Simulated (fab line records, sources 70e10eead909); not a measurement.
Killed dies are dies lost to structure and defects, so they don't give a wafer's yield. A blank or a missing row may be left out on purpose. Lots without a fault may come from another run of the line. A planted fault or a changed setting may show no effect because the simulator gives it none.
fab line records | flow nand_harc | part 2 of 2: steps 31 to 41 of 41
record lots=5 wafers=15 last_day=34
route steps=1302 shown A_DECK1_JOINT@525 A_ONON_D2@545
lots that met no fault: from a run of the same line without faults
start_h: hours from the record's first day to the start of the lot's first wafer shown | wait_h: hours since the lot's step before | " the same as in the row above | L1.1+2: a row that stands for several wafers | - no value, or no start given | * or withheld: withheld | < > ~ a bound
route shown NAME@n: a module of which the file shows steps, and the number in the route of the first | usual: mean/standard deviation of fault-free wafers | same: alike in all rows | chamber/n: place in a boat | sites: the reading at each site | _std_site: their standard deviation | _edge_site: outer sites' mean less inner sites' | radius_mm: how far each site lies from the wafer's centre | mask NAME#n: copy n | behind: the tool/chamber that last shaped the wafer | hold: why the lot was held/for how many hours/how that ended | device: the transistor (n, p or np) that didn't switch | end of line: the same wafers' tests at the end of the route | a step without rows: its recipe alone | killed: dies lost to structure and defects at the first sort, not the wafer's yield | map: a wafer's dies, x killed, . not, _ none there
set.NAME: the setting as run; set.NAME@STEP: as run at that earlier step | model.NAME: the simulator's own value behind a step, which no gauge read
lots at some steps of the route; a table a step, a row a wafer
services: from which hour (start_h, from the record's first day; less than 0 if before it) a tool's chamber was out of use, for how many hours, and why
## steps
# step NHARC_A_ONON_D2_DEP_16
# recipe target_thk_a=10000 n2_flow_sccm=2750 n2o_flow_sccm=2000 nh3_flow_sccm=500 sih4_flow_sccm=210 temp_c=400
# usual n2o_flow_sccm=1999/6.2
# columns lot.wafer tool chamber start_h wait_h n2o_flow_sccm
L081.1 pecvd_onon-01 0 362.05 0.4 1999
L081.3 " 0 " " 2001
L081.5 " 0 " " 1994
L089.2 pecvd_onon-01 0 438.57 0.4 1993
L089.4 " 0 " " 1997
L089.5 " 0 " " 1992
L090.2 pecvd_onon-04 0 451.58 0.4 1996
L090.4 " 0 " " 2003
L090.5 " 0 " " 2000
L093.2 pecvd_onon-01 0 479.93 0.4 1994
L093.5 " 0 " " 1998
L093.6 " 0 " " 1998
L097.1 pecvd_onon-01 0 521.43 0.4 1989
L097.2 " 0 " " 1995
L097.3 " 0 " " 1987
# step NHARC_A_ONON_D2_THK_MEAS_18
# recipe thk_meas_gauge=ellipsometry
# usual thk_nm=1002/9.4
# columns lot.wafer tool chamber start_h wait_h thk_nm
L081.1 film_metro-01 - 362.56 - 1008
L081.3 " - " " 1005
L081.5 " - " " 1006
L089.2 film_metro-01 - 439.02 - 995
L089.4 " - " " 995
L089.5 " - " " 995
L090.2 film_metro-01 - 452.02 - 1006
L090.4 " - " " 1005
L090.5 " - " " 1008
L093.2 film_metro-01 - 480.38 - 1000
L093.5 " - " " 1002
L093.6 " - " " 1001
L097.1 film_metro-01 - 521.94 - 997
L097.2 " - " " 998
L097.3 " - " " 996
# step NHARC_A_ONON_D2_DEP_19
# recipe target_thk_a=10000 n2_flow_sccm=2750 n2o_flow_sccm=2000 nh3_flow_sccm=500 sih4_flow_sccm=210 temp_c=400
# usual n2o_flow_sccm=2001/6
# columns lot.wafer tool chamber start_h wait_h n2o_flow_sccm
L081.1 pecvd_onon-02 0 362.61 0.1 2003
L081.3 " 0 " " 2005
L081.5 " 0 " " 2003
L089.2 pecvd_onon-04 0 439.13 0.1 1991
L089.4 " 0 " " 1993
L089.5 " 0 " " 1995
L090.2 pecvd_onon-04 0 452.14 0.1 2005
L090.4 " 0 " " 2007
L090.5 " 0 " " 2003
L093.2 pecvd_onon-01 0 480.49 0.1 2009
L093.5 " 0 " " 2006
L093.6 " 0 " " 2001
L097.1 pecvd_onon-02 0 522.11 0.2 2001
L097.2 " 0 " " 2002
L097.3 " 0 " " 2000
# step NHARC_A_ONON_D2_THK_MEAS_21
# recipe thk_meas_gauge=ellipsometry
# usual thk_nm=994/12
# columns lot.wafer tool chamber start_h wait_h thk_nm
L081.1 film_metro-01 - 363.12 - 985
L081.3 " - " " 985
L081.5 " - " " 985
L089.2 film_metro-01 - 439.59 - 1007
L089.4 " - " " 1008
L089.5 " - " " 1007
L090.2 film_metro-02 - 452.59 - 1009
L090.4 " - " " 1009
L090.5 " - " " 1009
L093.2 film_metro-02 - 480.94 - 992
L093.5 " - " " 993
L093.6 " - " " 994
L097.1 film_metro-02 - 522.62 - 980
L097.2 " - " " 981
L097.3 " - " " 981
# step NHARC_A_ONON_D2_DEP_22
# recipe target_thk_a=10000 n2_flow_sccm=2750 n2o_flow_sccm=2000 nh3_flow_sccm=500 sih4_flow_sccm=210 temp_c=400
# usual n2o_flow_sccm=1999/5.7
# columns lot.wafer tool chamber start_h wait_h n2o_flow_sccm
L081.1 pecvd_onon-01 0 363.18 0.1 1994
L081.3 " 0 " " 2000
L081.5 " 0 " " 1994
L089.2 pecvd_onon-01 0 439.71 0.1 2002
L089.4 " 0 " " 2003
L089.5 " 0 " " 2000
L090.2 pecvd_onon-04 0 452.71 0.1 2002
L090.4 " 0 " " 2003
L090.5 " 0 " " 2002
L093.2 pecvd_onon-01 0 481.06 0.1 1989
L093.5 " 0 " " 1990
L093.6 " 0 " " 2006
L097.1 pecvd_onon-02 0 522.68 0.1 2003
L097.2 " 0 " " 2003
L097.3 " 0 " " 2013
# step NHARC_A_ONON_D2_THK_MEAS_24
# recipe thk_meas_gauge=ellipsometry
# usual thk_nm=1002/8.2
# columns lot.wafer tool chamber start_h wait_h thk_nm
L081.1 film_metro-02 - 363.70 - 998
L081.3 " - " " 999
L081.5 " - " " 999
L089.2 film_metro-01 - 440.16 - 1005
L089.4 " - " " 1004
L089.5 " - " " 1006
L090.2 film_metro-01 - 453.16 - 998
L090.4 " - " " 1000
L090.5 " - " " 999
L093.2 film_metro-02 - 481.51 - 994
L093.5 " - " " 994
L093.6 " - " " 995
L097.1 film_metro-01 - 523.19 - 1001
L097.2 " - " " 999
L097.3 " - " " 999
# step NHARC_A_ONON_D2_DEP_25
# recipe target_thk_a=10000 n2_flow_sccm=2750 n2o_flow_sccm=2000 nh3_flow_sccm=500 sih4_flow_sccm=210 temp_c=400
# usual n2o_flow_sccm=2000/6.1
# columns lot.wafer tool chamber start_h wait_h n2o_flow_sccm
L081.1 pecvd_onon-04 0 363.76 0.1 1990
L081.3 " 0 " " 1998
L081.5 " 0 " " 1993
L089.2 pecvd_onon-02 0 440.27 0.1 2007
L089.4 " 0 " " 2008
L089.5 " 0 " " 2008
L090.2 pecvd_onon-04 0 453.28 0.1 1999
L090.4 " 0 " " 2004
L090.5 " 0 " " 2002
L093.2 pecvd_onon-01 0 481.63 0.1 2009
L093.5 " 0 " " 2004
L093.6 " 0 " " 2002
L097.1 pecvd_onon-01 0 523.24 0.1 2001
L097.2 " 0 " " 2009
L097.3 " 0 " " 2006
# step NHARC_A_ONON_D2_THK_MEAS_27
# recipe thk_meas_gauge=ellipsometry
# usual thk_nm=1002/8.6
# columns lot.wafer tool chamber start_h wait_h thk_nm
L081.1 film_metro-02 - 364.26 - 1008
L081.3 " - " " 1008
L081.5 " - " " 1006
L089.2 film_metro-01 - 440.72 - 996
L089.4 " - " " 996
L089.5 " - " " 997
L090.2 film_metro-02 - 453.74 - 992
L090.4 " - " " 994
L090.5 " - " " 994
L093.2 film_metro-02 - 482.08 - 1007
L093.5 " - " " 1008
L093.6 " - " " 1008
L097.1 film_metro-01 - 523.75 - 1008
L097.2 " - " " 1007
L097.3 " - " " 1008
# step NHARC_A_ONON_D2_DEP_28
# recipe target_thk_a=10000 n2_flow_sccm=2750 n2o_flow_sccm=2000 nh3_flow_sccm=500 sih4_flow_sccm=210 temp_c=400
# usual n2o_flow_sccm=2001/6.5
# columns lot.wafer tool chamber start_h wait_h n2o_flow_sccm
L081.1 pecvd_onon-02 0 364.32 0.1 2000
L081.3 " 0 " " 2001
L081.5 " 0 " " 2003
L089.2 pecvd_onon-04 0 440.84 0.1 1996
L089.4 " 0 " " 1991
L089.5 " 0 " " 1994
L090.2 pecvd_onon-04 0 453.85 0.1 2000
L090.4 " 0 " " 2010
L090.5 " 0 " " 1995
L093.2 pecvd_onon-01 0 482.20 0.1 2003
L093.5 " 0 " " 2005
L093.6 " 0 " " 2003
L097.1 pecvd_onon-04 0 523.81 0.1 2008
L097.2 " 0 " " 2008
L097.3 " 0 " " 2006
# step NHARC_A_ONON_D2_THK_MEAS_30
# recipe thk_meas_gauge=ellipsometry
# usual thk_nm=999/9.5
# columns lot.wafer tool chamber start_h wait_h thk_nm
L081.1 film_metro-02 - 364.83 - 994
L081.3 " - " " 996
L081.5 " - " " 996
L089.2 film_metro-02 - 441.29 - 993
L089.4 " - " " 994
L089.5 " - " " 993
L090.2 film_metro-01 - 454.30 - 996
L090.4 " - " " 997
L090.5 " - " " 998
L093.2 film_metro-02 - 482.67 - 989
L093.5 " - " " 989
L093.6 " - " " 991
L097.1 film_metro-02 - 524.32 - 997
L097.2 " - " " 1001
L097.3 " - " " 997
# step NHARC_A_ONON_D2_DEP_33
# recipe target_thk_a=2000 temp_c=400 pressure_torr=6.5 rf_w=900 teos_flow_sccm=161.4 flow_sccm=2650 target_thk_nm=200 gas=O2 material=SiO2
# usual heater_power_w=562/86 throttle_valve_pct=15.8/0.44
# columns lot.wafer tool chamber start_h wait_h heater_power_w since_wet_clean_h throttle_valve_pct
L081.1 pecvd-01 2 364.89 0.1 487 41 16.1
L081.3 " 0 " " 683 41 15.8
L081.5 " 2 " " 499 - 16.0
L089.2 pecvd-01 1 441.39 0.1 509 117 15.1
L089.5 " 0 " " 574 - 15.8
L089.4 " 1 " " 527 - 15.2
L090.2 pecvd-02 1 454.45 0.1 532 33 15.4
L090.4 " 0 " " 559 - 14.9
L090.5 " 1 " " 556 - 15.6
L093.2 pecvd-01 0 482.78 0.1 651 159 16.0
L093.5 " 2 " " 529 - 16.4
L093.6 " 0 " " 682 - 16.1
L097.1 pecvd-03 1 524.43 0.1 577 145 15.9
L097.2 " 2 " " 596 146 16.4
L097.3 " 1 " " 578 - 16.2
## services
# columns tool chamber start_h hours kind
pecvd-01 - 311.00 13.0 pm
pecvd_onon-04 - 311.39 13.0 pm
cmp-01 - 316.63 0.6 repair
cmp-01 - 317.91 1.1 repair
fcvd-01 - 324.08 0.8 repair
wet_bench-01 - 346.42 2.3 repair
cmp-01 - 353.99 0.6 repair
fcvd-01 - 366.00 13.0 pm
pecvd_onon-02 - 366.00 13.0 pm
wet_bench-06 - 369.60 8.0 pm
cmp-01 - 381.50 4.0 pm
furnace-07 - 390.63 26.0 pm
pecvd_onon-02 - 401.06 0.1 repair
wet_bench-04 - 403.20 8.0 pm
pecvd_onon-01 - 450.24 13.0 pm
wet_bench-01 - 453.60 8.0 pm
pecvd_onon-04 - 475.39 2.4 repair
furnace-08 - 476.65 26.0 pm
cmp-01 - 479.50 4.0 pm
pecvd_onon-04 - 492.39 13.0 pm
fcvd-01 1 496.11 3.9 repair
fcvd-01 - 497.39 0.7 repair
cmp-01 - 505.33 0.8 repair
cmp-01 - 516.81 1.0 repair
